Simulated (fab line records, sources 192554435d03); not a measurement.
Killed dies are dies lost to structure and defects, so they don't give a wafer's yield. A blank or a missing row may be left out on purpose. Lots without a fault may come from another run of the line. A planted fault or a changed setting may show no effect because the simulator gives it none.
fab line records | flow n5_finfet
record lots=6 wafers=18 last_day=17
route steps=1938 shown BEOL_M4@1052 PASSIVATION@1936
lots that met no fault: from a run of the same line without faults
start_h: hours from the record's first day to the start of the lot's first wafer shown | wait_h: hours since the lot's step before | " the same as in the row above | L1.1+2: a row that stands for several wafers | - no value, or no start given | * or withheld: withheld | < > ~ a bound
route shown NAME@n: a module of which the file shows steps, and the number in the route of the first | usual: mean/standard deviation of fault-free wafers | same: alike in all rows | chamber/n: place in a boat | sites: the reading at each site | _std_site: their standard deviation | _edge_site: outer sites' mean less inner sites' | radius_mm: how far each site lies from the wafer's centre | mask NAME#n: copy n | behind: the tool/chamber that last shaped the wafer | hold: why the lot was held/for how many hours/how that ended | device: the transistor (n, p or np) that didn't switch | end of line: the same wafers' tests at the end of the route | a step without rows: its recipe alone | killed: dies lost to structure and defects at the first sort, not the wafer's yield | map: a wafer's dies, x killed, . not, _ none there
set.NAME: the setting as run; set.NAME@STEP: as run at that earlier step | model.NAME: the simulator's own value behind a step, which no gauge read
lots at some steps of the route; a table a step, a row a wafer
services: from which hour (start_h, from the record's first day; less than 0 if before it) a tool's chamber was out of use, for how many hours, and why
## steps
# step N5_BEOL_M4_SOFTBAKE_23
# recipe temp_c=110 time_s=60 resist=CAR-EUV
# step N5_BEOL_M4_EXPOSE_25
# recipe mask_id=V3 na=0.33 source_shape=quasar sigma_inner=0.2 sigma_outer=0.8 polarization=unpolarized defocus_nm=5 dose_mj=63
# step N5_BEOL_M4_PEB_26
# recipe peb_temp_c=100 peb_time_s=60 resist=CAR-EUV
# step N5_BEOL_M4_DEVELOP_27
# recipe develop_time_s=30 developer=TMAH resist=CAR-EUV rinse_liquid=surfactant_rinse dry=air_spin dev_temp_c=23
# step N5_BEOL_M4_CD_MEAS_28
# recipe target_cd_nm=26.2 landing_energy_ev=500 detector=se_inlens target_cd_y_nm=24.1 polarity=opening
# usual cd_nm=26.19/0.25
# columns lot.wafer tool chamber start_h wait_h cd_nm
L318.1 cd_sem-02 0 173.66 - 26.40
L318.3 " 0 " " 26.75
L318.6 " 0 " " 26.78
L321.1 cd_sem-02 0 185.48 - 25.93
L321.4 " 0 " " 26.44
L321.5 " 0 " " 26.05
L329.1 cd_sem-01 0 235.03 - 25.71
L329.4 " 0 " " 26.58
L329.5 " 0 " " 26.22
L328.1 cd_sem-01 0 239.59 - 26.03
L328.3 " 0 " " 26.16
L328.6 " 0 " " 26.07
L330.1 cd_sem-03 0 244.94 - 26.19
L330.2 " 0 " " 25.70
L330.3 " 0 " " 26.20
L336.3 cd_sem-03 0 285.35 - 26.60
L336.4 " 0 " " 25.78
L336.5 " 0 " " 26.21
# step N5_BEOL_M4_OVL_MEAS_29
# recipe points_per_wafer=522
# usual V3_OVL=-0.5/0.57
# columns lot.wafer tool chamber start_h wait_h V3_OVL[nm]
L318.1 overlay-01 0 173.69 0.0 -0.9
L318.3 " 0 " " -0.2
L318.6 " 0 " " 0.4
L321.1 overlay-02 0 185.51 0.0 -1.1
L321.4 " 0 " " -0.9
L321.5 " 0 " " -1.2
L329.1 overlay-01 0 235.06 0.0 0.0
L329.4 " 0 " " 0.2
L329.5 " 0 " " 0.1
L328.1 overlay-02 0 239.62 0.0 -1.1
L328.3 " 0 " " -1.6
L328.6 " 0 " " -0.3
L330.1 overlay-01 0 244.97 0.0 -1.0
L330.2 " 0 " " -1.1
L330.3 " 0 " " -1.5
L336.3 overlay-01 0 285.39 0.0 -0.8
L336.4 " 0 " " 0.2
L336.5 " 0 " " -0.1
# step N5_BEOL_M4_INSPECT_30
# recipe mode=adi inspect_instrument=brightfield
# usual raw_defect_count=444/96
# columns lot.wafer tool chamber start_h wait_h raw_defect_count
L318.1 defect_inspect-01 - 173.74 0.1 366
L318.3 " - " " 370
L318.6 " - " " 496
L321.1 defect_inspect-02 - 185.57 0.1 469
L321.4 " - " " 509
L321.5 " - " " 470
L329.1 defect_inspect-01 - 235.13 0.1 345
L329.4 " - " " 381
L329.5 " - " " 392
L328.1 defect_inspect-01 - 239.68 0.1 453
L328.3 " - " " 383
L328.6 " - " " 464
L330.1 defect_inspect-02 - 245.03 0.1 452
L330.2 " - " " 339
L330.3 " - " " 349
L336.3 defect_inspect-02 - 285.44 0.0 534
L336.4 " - " " 684
L336.5 " - " " 397
# step N5_BEOL_M4_DESCUM_33
# recipe chemistry=O2 time_s=7 source_power_w=50 bias_power_w=20 pressure_mtorr=20 rf_frequency_hz=2.712e+07 temp_c=40 resist=CAR-EUV o2_flow_sccm=225
# usual drypump_motor_current_A=5.8/0.47 o2_flow_sccm=225.0/0.65 oes_product_au=0.79/0.093 rf_vpp_V=243.3/1.4 showerhead_plenum_p_Torr=2.10/0.078 throttle_valve_pct=20.30/0.25
# columns lot.wafer tool chamber start_h wait_h drypump_motor_current_A o2_flow_sccm oes_product_au rf_hours_counter_h rf_vpp_V showerhead_plenum_p_Torr throttle_valve_pct
L318.1 rie_diel-03 1 173.78 0.0 5.7 225.2 0.79 100 243.7 2.20 20.06
L318.3 " 0 " " 6.3 225.6 0.91 26 242.5 2.05 20.31
L318.6 " 0 " " 6.3 225.4 0.92 - 241.6 2.05 20.32
L321.1 rie_diel-01 0 185.60 0.0 5.5 225.1 0.98 0 244.2 2.14 19.78
L321.4 " 1 " " 6.1 226.5 0.72 200 242.0 1.99 20.24
L321.5 " 3 " " 5.1 224.8 0.79 - 244.2 2.20 20.08
L329.1 rie_diel-03 1 235.17 0.0 5.7 225.5 0.77 121 245.2 2.19 20.11
L329.4 " 0 " " 6.3 225.0 0.87 47 242.9 2.04 20.36
L329.5 " 3 " " 6.3 224.5 0.77 - 242.2 2.01 20.33
L328.1 rie_diel-05 2 239.74 0.1 6.3 223.7 0.69 217 243.2 2.07 20.58
L328.3 " 1 " " 6.1 225.1 0.94 7 241.9 2.05 20.15
L328.6 " 3 " " 5.4 224.8 0.72 - 241.8 2.06 20.56
L330.1 rie_diel-05 0 245.07 0.0 5.2 226.5 0.69 245 244.4 2.15 20.58
L330.2 " 2 " " 6.3 224.8 0.69 218 242.2 2.07 20.60
L330.3 " 3 " " 5.4 225.8 0.72 213 243.9 2.06 20.58
L336.3 rie_diel-01 2 285.83 0.4 5.4 224.1 0.79 111 245.1 2.21 20.27
L336.4 " 3 " " 5.1 224.5 0.77 101 245.5 2.19 20.12
L336.5 " 3 " " 5.2 224.4 0.76 - 245.8 2.19 20.13
# step N5_BEOL_M4_ETCH_77
# recipe chemistry=N2/H2 target=underlayer target_depth_a=65 mask_material=CAR-EUV time_s=5.2 ion_energy_ev=200 pressure_mtorr=30 source_w=840 bias_w=150 n2_flow_sccm=200 h2_flow_sccm=200 ends=cleared
# usual drypump_motor_current_A=5.8/0.47 etch_rf_on_time_s=5.25/0.094 oes_product_au=0.67/0.081 rf_vpp_V=524.1/3 showerhead_plenum_p_Torr=2.55/0.094 throttle_valve_pct=17.75/0.27
# columns lot.wafer tool chamber start_h wait_h drypump_motor_current_A etch_rf_on_time_s oes_product_au rf_hours_counter_h rf_vpp_V showerhead_plenum_p_Torr throttle_valve_pct
L318.1 rie_diel-03 1 173.81 0.0 5.7 5.19 0.67 100 527.5 2.66 17.37
L318.3 " 0 " " 6.3 5.11 0.78 26 521.5 2.48 17.58
L318.6 " 0 " " 6.3 5.06 0.76 - 521.8 2.48 17.59
L321.1 rie_diel-01 0 185.64 0.0 5.5 5.28 0.82 0 527.2 2.61 17.22
L321.4 " 1 " " 6.1 5.42 0.60 200 519.5 2.42 17.70
L321.5 " 3 " " 5.1 5.29 0.69 - 527.6 2.69 17.67
L329.1 rie_diel-03 1 235.20 0.0 5.7 5.24 0.66 121 526.9 2.65 17.39
L329.4 " 0 " " 6.3 5.12 0.75 47 521.8 2.47 17.64
L329.5 " 3 " " 6.3 5.12 0.66 - 522.9 2.43 17.68
L328.1 rie_diel-05 2 239.77 0.0 6.3 5.34 0.59 217 522.6 2.52 18.06
L328.3 " 1 " " 6.1 5.07 0.82 7 525.0 2.50 17.66
L328.6 " 3 " " 5.4 5.29 0.61 - 521.9 2.53 18.07
L330.1 rie_diel-05 0 245.10 0.0 5.2 5.35 0.59 245 523.7 2.60 18.01
L330.2 " 2 " " 6.3 5.29 0.59 218 523.2 2.52 18.06
L330.3 " 3 " " 5.4 5.34 0.60 213 523.9 2.53 18.09
L336.3 rie_diel-01 2 285.87 0.0 5.3 5.16 0.68 111 525.4 2.67 17.67
L336.4 " 3 " " 5.1 5.31 0.65 101 526.5 2.68 17.73
L336.5 " 3 " " 5.1 5.24 0.65 - 527.1 2.68 17.73
# step N5_BEOL_M4_ETCH_69
# recipe chemistry=CF4 target=SiARC target_depth_a=156 mask_material=CAR-EUV time_s=26 ion_energy_ev=80 pressure_mtorr=40 source_w=545 bias_w=36 Ar_flow_sccm=100 cf4_flow_sccm=100 ends=cleared
# usual drypump_motor_current_A=5.8/0.47 etch_rf_on_time_s=26.3/0.4 oes_product_au=0.67/0.082 rf_vpp_V=184.1/1.2 showerhead_plenum_p_Torr=2.15/0.074 throttle_valve_pct=15.52/0.26
# columns lot.wafer tool chamber start_h wait_h drypump_motor_current_A etch_rf_on_time_s oes_product_au rf_hours_counter_h rf_vpp_V showerhead_plenum_p_Torr throttle_valve_pct
L318.1 rie_diel-03 1 173.83 0.0 5.7 26.2 0.67 100 185.9 2.25 15.30
L318.3 " 0 " " 6.3 25.9 0.77 26 184.7 2.10 15.44
L318.6 " 0 " " 6.3 25.7 0.77 - 183.4 2.10 15.46
L321.1 rie_diel-01 0 185.66 0.0 5.5 26.2 0.84 1 183.4 2.19 15.03
L321.4 " 1 " " 6.1 26.7 0.61 200 182.7 2.04 15.58
L321.5 " 3 " " 5.1 26.5 0.69 - 185.1 2.25 15.30
L329.1 rie_diel-03 1 235.22 0.0 5.6 26.2 0.66 121 185.5 2.24 15.32
L329.4 " 0 " " 6.3 26.0 0.74 47 182.4 2.09 15.51
L329.5 " 3 " " 6.3 25.8 0.66 - 185.0 2.06 15.56
L328.1 rie_diel-05 2 239.79 0.0 6.3 26.8 0.59 217 183.3 2.13 15.83
L328.3 " 1 " " 6.1 25.9 0.80 7 182.9 2.11 15.30
L328.6 " 3 " " 5.4 26.7 0.60 - 183.9 2.12 15.83
L330.1 rie_diel-05 0 245.12 0.0 5.2 26.5 0.59 245 183.2 2.19 15.78
L330.2 " 2 " " 6.3 26.5 0.59 218 183.6 2.13 15.86
L330.3 " 3 " " 5.4 26.4 0.61 213 183.4 2.12 15.83
L336.3 rie_diel-01 2 285.88 0.0 5.4 26.0 0.66 111 184.1 2.25 15.41
L336.4 " 3 " " 5.1 26.2 0.66 101 185.8 2.24 15.34
L336.5 " 3 " " 5.1 26.5 0.65 - 185.7 2.24 15.35
# step N5_BEOL_M4_ALD_98
# recipe material=SiO2 target_thk_a=25 temp_c=100 ald_precursor_family=BDEAS ald_co_reactant=O2-plasma pulse_time_s=1 co_reactant_pulse_time_s=1 purge_time_s=2 co_reactant_purge_time_s=2 ald_cycles=17 pressure_torr=2
# usual heater_power_w=76/9.7 precursor_pulse_height_rel=0.997/0.022
# same ald_cycles=17 co_reactant_purge_time_s=2
# columns lot.wafer tool chamber start_h wait_h heater_power_w precursor_pulse_height_rel
L318.1 ald_sin-03 1 174.27 0.4 82 0.996
L318.3 " 0 " " 83 0.990
L318.6 " 1 " " 82 1.024
L321.1 ald_sin-03 3 185.99 0.3 74 1.029
L321.4 " 2 " " 85 0.989
L321.5 " 3 " " 75 0.980
L329.1 ald_sin-04 2 235.41 0.2 73 1.032
L329.4 " 3 " " 65 1.008
L329.5 " 0 " " 66 0.983
L328.1 ald_sin-04 2 239.96 0.1 77 0.988
L328.3 " 1 " " 80 0.974
L328.6 " 0 " " 67 1.000
L330.1 ald_sin-03 2 245.25 0.1 85 0.992
L330.2 " 1 " " 81 0.999
L330.3 " 0 " " 84 0.977
L336.3 ald_sin-03 3 285.97 0.1 72 0.999
L336.4 " 0 " " 86 1.025
L336.5 " 0 " " 85 1.042
# step N5_BEOL_M4_ETCHBACK_99
# recipe chemistry=CHF3 target=SiO2 target_depth_a=50 time_s=10.4 source_w=215 bias_w=47 Ar_flow_sccm=200 CHF3_flow_sccm=12 ion_energy_ev=100 pressure_mtorr=30
# usual drypump_motor_current_A=5.8/0.49 oes_product_au=0.78/0.085 rf_vpp_V=239.8/2.3 showerhead_plenum_p_Torr=2.17/0.08 throttle_valve_pct=16.96/0.26
# columns lot.wafer tool chamber start_h wait_h drypump_motor_current_A oes_product_au rf_hours_counter_h rf_vpp_V showerhead_plenum_p_Torr throttle_valve_pct
L318.1 rie_diel-03 2 182.38 8.1 6.6 0.69 209 242.4 2.22 17.38
L318.3 " 0 " " 6.3 0.90 27 235.1 2.10 16.88
L318.6 " 1 " " 5.7 0.79 - 243.7 2.27 16.76
L321.1 rie_diel-03 1 186.49 0.4 5.7 0.78 104 239.6 2.27 16.75
L321.4 " 2 " " 6.6 0.70 210 240.0 2.22 17.39
L321.5 " 0 " " 6.3 0.90 - 236.7 2.10 16.90
L329.1 rie_diel-05 0 243.17 7.7 5.2 0.68 244 238.5 2.21 17.20
L329.4 " 1 " " 6.1 0.93 8 239.4 2.11 16.76
L329.5 " 2 " " 6.3 0.69 - 237.1 2.14 17.29
L330.1 rie_diel-03 3 246.54 1.2 6.3 0.77 151 238.5 2.06 17.00
L330.2 " 2 " " 6.6 0.69 230 240.9 2.21 17.42
L330.3 " 1 " " 5.7 0.78 124 239.7 2.26 16.79
L328.1 rie_diel-03 2 251.57 11.6 6.6 0.69 232 240.6 2.21 17.43
L328.3 " 1 " " 5.6 0.76 126 241.7 2.26 16.80
L328.6 " 1 " " 5.7 0.77 - 241.4 2.26 16.80
L336.3 rie_diel-01 0 289.28 3.3 5.5 0.89 33 242.4 2.19 16.51
L336.4 " 1 " " 6.1 0.69 232 239.5 2.04 17.08
L336.5 " 0 " " 5.5 0.89 - 242.6 2.19 16.50
# step N5_BEOL_M4_ETCH_70
# recipe chemistry=N2/H2 target=SOC target_depth_a=800 overetch_a=240 mask_material=SiARC temp_c=40 time_s=130 ion_energy_ev=200 pressure_mtorr=30 source_w=840 bias_w=150 n2_flow_sccm=200 h2_flow_sccm=200
# usual drypump_motor_current_A=5.8/0.49 oes_product_au=0.58/0.058 rf_vpp_V=524.5/2.7 showerhead_plenum_p_Torr=2.57/0.097 temp_c=40.00/0.098 throttle_valve_pct=17.69/0.28
# columns lot.wafer tool chamber start_h wait_h drypump_motor_current_A oes_product_au rf_hours_counter_h rf_vpp_V showerhead_plenum_p_Torr temp_c throttle_valve_pct
L318.1 rie_diel-03 2 182.41 0.0 6.6 0.52 209 525.5 2.62 39.96 18.21
L318.3 " 0 " " 6.3 0.66 27 521.5 2.48 39.98 17.56
L318.6 " 1 " " 5.7 0.58 - 527.4 2.66 40.12 17.31
L321.1 rie_diel-03 1 186.52 0.0 5.7 0.58 104 525.9 2.66 40.09 17.32
L321.4 " 2 " " 6.6 0.53 210 525.5 2.62 40.15 18.23
L321.5 " 0 " " 6.3 0.66 - 521.1 2.48 40.06 17.55
L329.1 rie_diel-05 0 243.21 0.0 5.2 0.51 244 524.3 2.60 39.98 17.98
L329.4 " 1 " " 6.1 0.69 8 522.8 2.50 40.11 17.61
L329.5 " 2 " " 6.3 0.52 - 523.5 2.52 40.17 18.03
L330.1 rie_diel-03 3 246.57 0.0 6.3 0.56 151 522.1 2.43 38.66 17.66
L330.2 " 2 " " 6.6 0.51 230 526.1 2.62 38.73 18.25
L330.3 " 1 " " 5.7 0.57 124 526.6 2.65 38.82 17.36
L328.1 rie_diel-03 2 251.61 0.0 6.6 0.51 232 526.1 2.61 38.92 18.27
L328.3 " 1 " " 5.7 0.57 126 527.4 2.65 38.67 17.36
L328.6 " 1 " " 5.7 0.57 - 527.0 2.65 38.68 17.35
L336.3 rie_diel-01 0 289.32 0.0 5.5 0.65 33 525.1 2.59 40.03 17.23
L336.4 " 1 " " 6.1 0.52 232 520.0 2.41 39.96 17.71
L336.5 " 0 " " 5.5 0.65 - 526.3 2.59 40.15 17.24
# step N5_BEOL_M4_STRIP_71
# recipe chemistry=N2/H2 temp_c=40 n2_flow_sccm=200 h2_flow_sccm=200 rf_frequency_hz=6e+07
# step N5_BEOL_M4_RC_MEAS_101
# usual DIBL_N=36.3/1.4 DIBL_P=35.7/1.5 IOFF_N=0.155/0.022 IOFF_P=0.204/0.027 ION_N=671/9 ION_P=459/6.2 SS_N=71.5/0.54 SS_P=73.1/0.56 VT_N=250.2/2.6 VT_P=-251/3.3
# columns lot.wafer tool chamber start_h wait_h DIBL_N[mV/V] DIBL_P[mV/V] IOFF_N[nA/um] IOFF_P[nA/um] ION_N[uA/um] ION_P[uA/um] SS_N[mV/dec] SS_P[mV/dec] VT_N[mV] VT_P[mV]
L318.1 prober-01 0 186.65 0.0 35.3 35.6 0.161 0.217 673 463 71.2 72.8 246.7 -247
L318.3 " 0 " " 37.1 37.4 0.202 0.257 692 475 72.0 73.7 246.3 -248
L318.6 " 0 " " 37.3 37.0 0.201 0.250 680 468 71.5 73.3 248.6 -248
L321.1 prober-01 0 192.01 0.5 36.0 35.3 0.150 0.212 667 462 71.3 72.4 250.2 -250
L321.4 " 0 " " 36.3 36.4 0.172 0.219 675 464 70.9 73.1 247.4 -248
L321.5 " 0 " " 36.5 35.3 0.163 0.215 677 465 71.1 73.4 248.7 -246
L329.1 prober-01 0 247.62 0.0 34.2 32.3 0.129 0.159 672 462 71.0 73.0 253.5 -258
L329.4 " 0 " " 34.3 32.2 0.132 0.155 667 455 70.7 73.5 253.5 -256
L329.5 " 0 " " 36.0 34.0 0.154 0.178 678 452 72.5 73.5 252.0 -256
L330.1 prober-01 0 253.09 0.0 38.4 35.7 0.183 0.193 682 453 72.0 73.8 246.3 -253
L330.2 " 0 " " 35.8 34.0 0.140 0.165 666 454 71.2 72.9 252.3 -256
L330.3 " 0 " " 34.6 32.4 0.125 0.148 664 452 70.7 72.7 250.8 -256
L328.1 prober-01 0 256.78 0.0 35.5 36.7 0.145 0.187 664 450 71.7 72.7 250.9 -253
L328.3 " 0 " " 35.4 36.0 0.151 0.178 672 458 71.2 72.8 249.7 -254
L328.6 " 0 " " 34.0 35.1 0.126 0.166 662 452 71.0 72.9 252.4 -254
L336.3 prober-01 0 293.95 0.3 37.5 36.5 0.166 0.207 666 454 71.8 73.5 249.8 -253
L336.4 " 0 " " 38.1 36.8 0.177 0.211 662 452 72.6 73.9 250.0 -251
L336.5 " 0 " " 35.4 33.8 0.134 0.168 666 455 71.6 72.8 251.6 -254
# step N5_PASSIVATION_PROBE_49
# usual defect_limited_yield=91.0/1.5 killed_at_M0_to_M3=36/12 killed_at_M4_up=14/5.5 killed_at_contacts=11/4.8 killed_at_front_end=42/12 killed_at_other=3.7/2.7 killed_dies=106/18 killed_open=70/13 killed_short=35/8.2 sort_bin_5_function=5.3/1 sort_bin_6_memory=3.3/0.69 sort_n_pass=1074/18 sort_yield_pct=91.0/1.5
# same gross_dies=1180 killed_at_back_side=0 sort_bin_4_leakage[%]=0 sort_bin_8_speed[%]=0
# columns lot.wafer tool chamber start_h wait_h defect_limited_yield[%] killed_at_M0_to_M3 killed_at_M4_up killed_at_contacts killed_at_front_end killed_at_other killed_dies killed_open killed_short sort_bin_5_function[%] sort_bin_6_memory[%] sort_n_pass sort_yield_pct[%]
L318.1 prober-02 - 297.29 0.0 90.9 33 12 12 47 3 107 69 37 4.9 4.0 1073 90.9
L318.3 prober-02 - 297.39 0.1 91.4 41 10 9 40 2 102 60 42 5.3 3.2 1078 91.4
L318.6 prober-02 - 297.54 0.3 92.4 35 20 11 19 5 90 64 26 4.7 2.7 1090 92.4
L329.1 prober-01 - 355.90 0.0 93.2 31 5 4 35 5 80 50 30 3.5 3.0 1100 93.2
L329.4 prober-01 - 356.05 0.2 91.9 21 10 16 46 3 96 69 26 4.5 3.1 1084 91.9
L329.5 prober-01 - 356.10 0.2 92.2 22 9 9 48 4 92 69 22 4.7 2.8 1088 92.2
L328.1 prober-01 - 361.63 0.0 90.8 40 18 22 27 2 109 78 26 4.7 4.2 1071 90.8
L328.3 prober-01 - 361.73 0.1 89.2 40 32 15 39 1 127 96 28 7.5 3.0 1053 89.2
L328.6 prober-01 - 361.88 0.3 92.1 34 16 23 18 2 93 72 21 4.7 3.1 1087 92.1
L336.3 prober-01 - 401.35 0.1 89.3 46 10 2 65 3 126 75 50 5.7 4.4 1054 89.3
L336.4 prober-01 - 401.40 0.2 89.6 56 7 13 46 1 123 83 40 6.4 4.0 1057 89.6
L336.5 prober-01 - 401.45 0.2 88.5 52 10 8 64 2 136 89 46 6.2 4.9 1044 88.5
# killed by level:class
L318.1 STI_FIN_REVEAL:geometric_particle:open=18 MOL_CONTACT_COAG:geometric_particle:open=10 GATE_CUT:geometric_particle:short=9 BEOL_M2:geometric_particle:open=8 BEOL_M0_SAQP:geometric_particle:short=7 BEOL_M3:geometric_particle:open=7 FIN_SAQP:geometric_particle:short=6 STI_FIN_REVEAL:geometric_particle:short=4
L318.3 BEOL_M0_SAQP:geometric_particle:short=10 STI_FIN_REVEAL:geometric_particle:open=10 MOL_CONTACT_COAG:geometric_particle:open=9 BEOL_M1:geometric_particle:open=8 FIN_SAQP:geometric_particle:short=6 BEOL_M0_SAQP:geometric_particle:open=6 FIN_SAQP:geometric_particle:open=5 GATE_CUT:geometric_particle:short=5
L318.6 BEOL_M3:geometric_particle:open=9 MOL_CONTACT_COAG:geometric_particle:open=9 BEOL_M0_SAQP:geometric_particle:short=9 BEOL_M0_SAQP:geometric_particle:open=6 BEOL_M4:geometric_particle:open=6 BEOL_M2:geometric_particle:open=5 BEOL_M5:geometric_particle:open=5 DUMMY_GATE:geometric_particle:open=4
L329.1 FIN_SAQP:geometric_particle:open=13 BEOL_M1:geometric_particle:short=7 BEOL_M0_SAQP:geometric_particle:open=6 BEOL_M0_SAQP:geometric_particle:short=6 BEOL_M2:geometric_particle:open=6 GATE_CUT:geometric_particle:short=5 STI_FIN_REVEAL:geometric_particle:open=4 GATE_CUT:geometric_particle:open=3
L329.4 MOL_CONTACT_COAG:geometric_particle:open=15 FIN_SAQP:geometric_particle:open=8 STI_FIN_REVEAL:geometric_particle:open=8 BEOL_M0_SAQP:geometric_particle:open=7 BEOL_M4:geometric_particle:open=5 FIN_SAQP:geometric_particle:short=4 DUMMY_GATE:geometric_particle:open=4 GATE_CUT:geometric_particle:short=4
L329.5 FIN_SAQP:geometric_particle:open=10 DUMMY_GATE:geometric_particle:open=10 MOL_CONTACT_COAG:geometric_particle:open=9 FIN_SAQP:geometric_particle:short=6 STI_FIN_REVEAL:geometric_particle:open=6 BEOL_M0_SAQP:geometric_particle:open=6 BEOL_M2:geometric_particle:open=6 STARTING-WAFER:geometric_particle:open=5
L328.1 MOL_CONTACT_COAG:geometric_particle:open=17 BEOL_M0_SAQP:geometric_particle:open=10 BEOL_M3:geometric_particle:open=9 STI_FIN_REVEAL:geometric_particle:open=8 BEOL_M0_SAQP:geometric_particle:short=8 BEOL_M2:geometric_particle:open=6 FIN_SAQP:geometric_particle:open=5 MOL_CONTACT_COAG:geometric_particle:short=5
L328.3 BEOL_M4:geometric_particle:open=16 BEOL_M2:geometric_particle:open=16 MOL_CONTACT_COAG:geometric_particle:open=11 BEOL_M3:geometric_particle:open=9 STI_FIN_REVEAL:geometric_particle:open=7 BEOL_M1:geometric_particle:open=6 BEOL_M5:geometric_particle:open=6 FIN_SAQP:geometric_particle:open=5
L328.6 MOL_CONTACT_COAG:geometric_particle:open=16 BEOL_M4:geometric_particle:open=12 BEOL_M2:geometric_particle:open=11 BEOL_M3:geometric_particle:open=9 MOL_CONTACT_COAG:geometric_particle:short=7 FIN_SAQP:geometric_particle:short=4 BEOL_M0_SAQP:geometric_particle:open=4 BEOL_M0_SAQP:geometric_particle:short=4
L336.3 STI_FIN_REVEAL:geometric_particle:open=19 FIN_SAQP:geometric_particle:open=16 BEOL_M0_SAQP:geometric_particle:short=11 BEOL_M3:geometric_particle:open=9 FIN_SAQP:geometric_particle:short=8 BEOL_M0_SAQP:geometric_particle:open=8 BEOL_M1:geometric_particle:short=6 STI_FIN_REVEAL:geometric_particle:short=5
L336.4 BEOL_M2:geometric_particle:open=18 FIN_SAQP:geometric_particle:open=13 STI_FIN_REVEAL:geometric_particle:open=13 BEOL_M0_SAQP:geometric_particle:short=12 BEOL_M1:geometric_particle:open=10 FIN_SAQP:geometric_particle:short=9 MOL_CONTACT_COAG:geometric_particle:open=9 BEOL_M0_SAQP:geometric_particle:open=7
L336.5 STI_FIN_REVEAL:geometric_particle:open=19 FIN_SAQP:geometric_particle:short=12 BEOL_M0_SAQP:geometric_particle:open=12 BEOL_M1:geometric_particle:open=8 BEOL_M3:geometric_particle:open=8 DUMMY_GATE:geometric_particle:open=7 BEOL_M0_SAQP:geometric_particle:short=7 MOL_CONTACT_COAG:geometric_particle:open=6
## services
# columns tool chamber start_h hours kind
ald_sin-04 - 153.72 1.1 repair
rie_diel-01 0 162.56 - clean
rie_diel-01 0 162.56 - consumable_replace:esc
rie_diel-01 0 162.56 - consumable_replace:focus_ring
rie_diel-01 0 162.56 21.0 scheduled_down
rie_diel-01 0 162.56 21.0 vent_cycle
ald_sin-04 - 176.75 14.0 pm
rie_diel-05 1 202.25 - clean
rie_diel-05 1 202.25 - consumable_replace:focus_ring
rie_diel-05 1 202.25 14.5 scheduled_down
rie_diel-05 1 202.25 14.5 vent_cycle
rie_diel-01 0 225.59 5.0 repair
rie_diel-01 1 246.01 6.7 repair
ald_sin-04 0 248.06 3.2 repair
rie_diel-05 0 261.01 - clean
rie_diel-05 0 261.01 - consumable_replace:focus_ring
rie_diel-05 0 261.01 24.8 scheduled_down
rie_diel-05 0 261.01 24.8 vent_cycle
ald_sin-03 - 268.25 14.0 pm
ald_sin-03 0 268.25 14.0 vent_cycle
ald_sin-03 1 268.25 14.0 vent_cycle
ald_sin-03 2 268.25 14.0 vent_cycle
ald_sin-03 3 268.25 14.0 vent_cycle
ald_sin-03 0 282.25 - clean
## key
first_sign step=N5_BEOL_M4_ETCH_70 reading=temp_c direction=down sigmas=13 usual=* struck=*
effect none on later readings
met_at N5_BEOL_M4_ETCH_70
struck_wafers L328.1,L328.3,L328.6,L330.1,L330.2,L330.3
onset_between 186.52 246.57
fault kind=process_parameter_drift tool=rie_diel-03 chamber=- onset_h=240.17 steps=N5_BEOL_M4_ETCH_70 channel=temp_c offset=* shape=step end_h=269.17 acts_in=* stated=*
